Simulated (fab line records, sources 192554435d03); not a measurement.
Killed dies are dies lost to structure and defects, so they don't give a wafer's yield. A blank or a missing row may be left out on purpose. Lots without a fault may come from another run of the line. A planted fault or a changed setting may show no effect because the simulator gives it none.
A struck lot beside a sound one | flow n5_finfet | 23 steps out of a route of 1938
Sound: wafers L262.1, L262.4, L262.5. Struck: wafers L270.2, L270.6. (L270.1 of the same lot was not struck and is left out.) The cause comes at the end.
At each step with rows: each side's tool, then ch and its chambers, then its first start. Under that, the readings that differ: sound wafers | struck wafers | difference of the means | sigmas: that difference in standard deviations of wafers without a fault.
alike: readings whose means differ by less than 2 such deviations, and words and numbers that are the same on both sides. not compared: withheld readings, readings that some wafer has no value for, bounds like >300 that may hide the same value, and numbers for which the record gives no deviation and whose values overlap.
The two part at a step that has a row with sigmas, a row that says differs or no value, or rows on one side only. Numbers that don't overlap but have no deviation are shown without sigmas and don't part them. A reading that every wafer of one side lacks parts them only if that side has two wafers or more.

first, 9 steps without rows for these wafers: N5_BEOL_M9_SOFTBAKE_06 (time 60 s); N5_BEOL_M9_EXPOSE_08 (exposes mask M9); N5_BEOL_M9_PEB_09 (peb time 60 s); N5_BEOL_M9_DEVELOP_10 (develop time 30 s); N5_BEOL_M9_DESCUM_16 (chemistry O2, time 7.9 s); N5_BEOL_M9_ETCH_61 (etches SiARC in CF4, target depth 39 nm, time 65 s); N5_BEOL_M9_ETCH_62 (etches SOC in N2/H2, target depth 110 nm, overetch 22 nm, time 165 s); N5_BEOL_M9_STRIP_68 (strips in N2/H2); N5_BEOL_M9_STRIP_67 (strips in CF4).
N5_BEOL_M9_HM_OPEN_17: chemistry Cl2/BCl3, target TiN, target depth 20 nm, overetch 6 nm.
  sound on rie_metal-02 ch 0,1, day 11 05:59; struck on rie_metal-02 ch 0, day 15 10:04
  alike: drypump_motor_current_A, he_backside_leak_sccm, oes_product_au, throttle_valve_pct
  not compared: rf_hours_counter_h
then, 10 steps without rows for these wafers: N5_BEOL_M9_STRIP_19 (strips in O2); N5_BEOL_M9_COAT_63 (time 60 s, resist thk 60 nm); N5_BEOL_M9_COAT_64 (time 60 s, resist thk 12 nm); N5_BEOL_M9_COAT_75 (time 60 s, resist thk 5 nm); N5_BEOL_M9_COAT_22 (resist thk 30 nm); N5_BEOL_M9_EBR_24; N5_BEOL_M9_SOFTBAKE_23 (time 60 s); N5_BEOL_M9_EXPOSE_25 (exposes mask V8); N5_BEOL_M9_PEB_26 (peb time 60 s); N5_BEOL_M9_DEVELOP_27 (develop time 30 s).
N5_BEOL_M9_INSPECT_30: inspects for defects (brightfield).
  sound on defect_inspect-02, day 11 06:56; struck on defect_inspect-02, day 15 10:41
  reading          | sound       | struck    | difference | sigmas
  raw_defect_count | 298 269 272 | 1464 1284 | +1094      | +11
then, 1 step without rows for these wafers: N5_BEOL_M9_DESCUM_33 (chemistry O2, time 7 s).
-- the record jumps here: 3 days lie between the struck wafers' starts before and after (it left off in module BEOL_M9 and takes up again in module PASSIVATION, whose first step shown is number 1936 of the route) --
N5_PASSIVATION_PROBE_49:
  the record has rows for the struck wafers here (prober-02, day 18 00:22) and none for the sound ones

WHERE THEY PART
First at N5_BEOL_M9_INSPECT_30; last, within this record, at N5_PASSIVATION_PROBE_49.

WHY: what the simulator had put in
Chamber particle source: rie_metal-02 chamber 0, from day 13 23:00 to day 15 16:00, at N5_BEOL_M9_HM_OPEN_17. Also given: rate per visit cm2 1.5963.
